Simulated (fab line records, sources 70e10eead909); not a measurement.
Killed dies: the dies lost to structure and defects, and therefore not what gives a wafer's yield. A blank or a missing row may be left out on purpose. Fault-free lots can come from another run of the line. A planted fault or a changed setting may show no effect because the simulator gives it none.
The tool behind it: which one? -- flow nand-harc -- 12 lots, 36 wafers sampled, at 6 steps of a route of 1302

== WHAT THE GAUGES READ, wafer by wafer ==
NHARC_A_ONON_D2_THK_MEAS_24: measures by ellipsometry.
lot,measured,on,thk-nm (nm)
L365,day 13 02:09,film-metro-01,1001 1001 1000
L366,day 13 20:19,film-metro-02,981 982 980
L367,day 14 02:31,film-metro-02,1002 1002 1002
L368,day 14 14:02,film-metro-01,1530 1532 1530
L369,day 15 16:08,film-metro-02,1535 1539 1537
L379,day 19 02:34,film-metro-02,1002 1002 1003
L380,day 19 20:23,film-metro-02,1006 1006 1006
L382,day 20 16:22,film-metro-01,1001 1000 1003
L383,day 20 20:32,film-metro-02,1005 1006 1006
L384,day 21 13:18,film-metro-01,995 995 994
L385,day 21 22:10,film-metro-02,995 996 996
L387,day 22 05:56,film-metro-02,994 993 994

NHARC_END_SORT_01.
lot,measured,on,killed-at-array,killed-at-other,killed-at-periphery,killed-dies,killed-open,killed-short
L368,day 26 10:02,prober-01,671 667 669,1 1 1,5 9 7,677 677 677,2 7 4,1 3 0
L369,day 27 03:20,prober-02,671 674 677,1 1 0,5 2 0,677 677 677,4 1 2,1 3 1

== TOOL THAT RAN EACH LOT (tool first, then ch and the chambers of the sampled wafers, then the start) ==
lot,NHARC_A_CHANNEL_HOLE_D1_ETCH_33,NHARC_A_ONON_D2_DEP_22,NHARC_A_CHANNEL_HOLE_D2_DESCUM_15,NHARC_A_CHANNEL_HOLE_D2_ETCH_16
L365,"har-etch-02 ch 0,1, day 8 23:11","pecvd-onon-04 ch 0, day 13 01:41","rie-diel-11 ch 1,2,3, day 13 09:41","rie-diel-11 ch 0,3, no start"
L366,"har-etch-01 ch 1, day 9 13:26","pecvd-onon-01 ch 0, day 13 19:48","rie-diel-03 ch 0,1,2, day 14 00:56","rie-diel-03 ch 0,3, no start"
L367,"har-etch-01 ch 0,1, day 9 23:52","pecvd-onon-01 ch 0, day 14 02:01","rie-diel-12 ch 0,1, day 14 07:08","rie-diel-12 ch 0,1, no start"
L368,"har-etch-02 ch 0,1, day 10 07:58","pecvd-onon-01 ch 0, day 14 13:38",-,-
L369,"har-etch-02 ch 0,1, day 11 09:38","pecvd-onon-01 ch 0, day 15 15:44",-,-
L379,"har-etch-01 ch 0,1, day 15 06:08","pecvd-onon-01 ch 0, day 19 02:07","rie-diel-03 ch 0,1,3, day 19 07:11","rie-diel-03 ch 2,3, no start"
L380,"har-etch-02 ch 0,1, day 15 15:56","pecvd-onon-04 ch 0, day 19 19:56","rie-diel-11 ch 2,3, day 20 07:11","rie-diel-11 ch 0,1,3, no start"
L382,"har-etch-01 ch 0,1, day 16 06:56","pecvd-onon-02 ch 0, day 20 15:55","rie-diel-03 ch 2,3, day 20 22:08","rie-diel-03 ch 0,2,3, no start"
L383,"har-etch-01 ch 1, day 16 16:49","pecvd-onon-02 ch 0, day 20 20:01","rie-diel-12 ch 0,1,2, day 21 02:30","rie-diel-12 ch 1,2,3, no start"
L384,"har-etch-01 ch 0,1, day 17 08:41","pecvd-onon-02 ch 0, day 21 12:52","rie-diel-11 ch 0,1, day 21 17:46","rie-diel-11 ch 0,3, no start"
L385,"har-etch-02 ch 0,1, day 17 18:37","pecvd-onon-02 ch 0, day 21 21:39","rie-diel-12 ch 1,2,3, day 22 06:32","rie-diel-12 ch 0,2,3, no start"
L387,"har-etch-02 ch 0,1, day 18 04:31","pecvd-onon-04 ch 0, day 22 05:26","rie-diel-11 ch 0,1,2, day 22 11:44","rie-diel-11 ch 2,3, no start"
- NHARC_A_CHANNEL_HOLE_D1_ETCH_33: etches the open film in C4F8/O2/Ar, time 90 s, target depth 400 nm.
- NHARC_A_ONON_D2_DEP_22: target thk 1000 nm.
- NHARC_A_CHANNEL_HOLE_D2_DESCUM_15: chemistry O2, time 3 s.
- NHARC_A_CHANNEL_HOLE_D2_ETCH_16: etches the open film in O2/COS, target depth 3100 nm, time 806 s.

== AS READ BY THE TOOLS THEMSELVES (means over the sampled wafers that have a number; for cases with no such wafer, the mark the record gives instead) ==
NHARC_A_CHANNEL_HOLE_D1_ETCH_33.
lot,tool,c4f8-flow-sccm (sccm),drypump-motor-current-A (A),showerhead-plenum-p-Torr (Torr),throttle-valve-pct (%)
L365,har-etch-02,41.78,5.51,3.69,27.621
L366,har-etch-01,41.77,5.12,3.72,27.618
L367,har-etch-01,41.67,5.14,3.74,27.614
L368,har-etch-02,41.64,5.52,3.68,27.619
L369,har-etch-02,41.61,5.49,3.68,27.613
L379,har-etch-01,41.78,5.17,3.71,27.620
L380,har-etch-02,41.70,5.37,3.53,27.618
L382,har-etch-01,41.65,5.14,3.69,27.618
L383,har-etch-01,41.72,5.09,3.66,27.629
L384,har-etch-01,41.63,5.15,3.68,27.622
L385,har-etch-02,41.67,5.38,3.89,27.613
L387,har-etch-02,41.92,5.50,3.82,27.630

NHARC_A_CHANNEL_HOLE_D2_DESCUM_15.
lot,tool,drypump-motor-current-A (A),oes-product-au (a.u.),rf-vpp-V (V),showerhead-plenum-p-Torr (Torr),throttle-valve-pct (%)
L365,rie-diel-11,5.7,0.990,58.6,1.88,11.311
L366,rie-diel-03,5.6,0.989,58.5,1.82,11.308
L367,rie-diel-12,5.8,0.989,57.7,1.97,11.314
L379,rie-diel-03,5.6,0.994,57.3,1.85,11.319
L380,rie-diel-11,5.9,0.987,56.9,1.89,11.311
L382,rie-diel-03,5.9,0.988,56.3,1.80,11.309
L383,rie-diel-12,5.5,1.002,58.3,1.95,11.310
L384,rie-diel-11,5.1,1.009,57.1,1.87,11.314
L385,rie-diel-12,5.6,0.994,57.9,1.89,11.312
L387,rie-diel-11,5.4,0.997,58.2,1.92,11.301

NHARC_A_CHANNEL_HOLE_D2_ETCH_16.
lot,tool,drypump-motor-current-A (A),oes-product-au (a.u.),rf-vpp-V (V),showerhead-plenum-p-Torr (Torr),throttle-valve-pct (%)
L365,rie-diel-11,5.4,0.990,314.1,3.09,28.323
L366,rie-diel-03,5.7,0.990,313.6,3.07,28.338
L367,rie-diel-12,5.9,0.979,315.4,3.21,28.330
L379,rie-diel-03,5.9,1.002,312.0,2.95,28.320
L380,rie-diel-11,5.3,0.998,312.7,3.07,28.336
L382,rie-diel-03,5.8,0.991,312.7,3.01,28.332
L383,rie-diel-12,5.7,0.998,312.7,3.09,28.336
L384,rie-diel-11,5.1,0.993,314.7,3.15,28.333
L385,rie-diel-12,5.5,0.985,315.5,3.20,28.339
L387,rie-diel-11,6.0,1.004,313.8,3.13,28.334

== THE ANSWER, worked out from the rows above alone ==
Rule: the usual values come from the lots themselves. The widest of any qualifying gaps counts: lots, ordered by their means at a reading, are off when they make up no more than a third of the lots, leave a main group of 4 or more, and stand apart from it by 3 or more times the standard deviation of that group's means. A main group whose means are all the same, to the digits that the tables above print for the reading, isn't used. Also off: a lot with no number at a reading for which 4 or more lots have one. Any other lot the step has rows for is counted as sound. Order of review: gauges by route order, followed by the tools' own readings, for which a lot's mean as printed above is used. At the first step where some lot is off, the reading lying furthest off is the one used; lots without a number count as furthest.
Off, at NHARC_A_ONON_D2_THK_MEAS_24 on thk-nm: L368, L369. Mean 998 nm and standard deviation 7.1 in the main group.
If a tool, at a process step before that reading, ran all the lots that are off and no sound lot after the first of them, it fits. The gauges at NHARC_A_ONON_D2_THK_MEAS_24 are tried like those tools. No candidate that was tried fits.

== WHAT HAD BEEN PUT IN BY THE SIMULATOR ==
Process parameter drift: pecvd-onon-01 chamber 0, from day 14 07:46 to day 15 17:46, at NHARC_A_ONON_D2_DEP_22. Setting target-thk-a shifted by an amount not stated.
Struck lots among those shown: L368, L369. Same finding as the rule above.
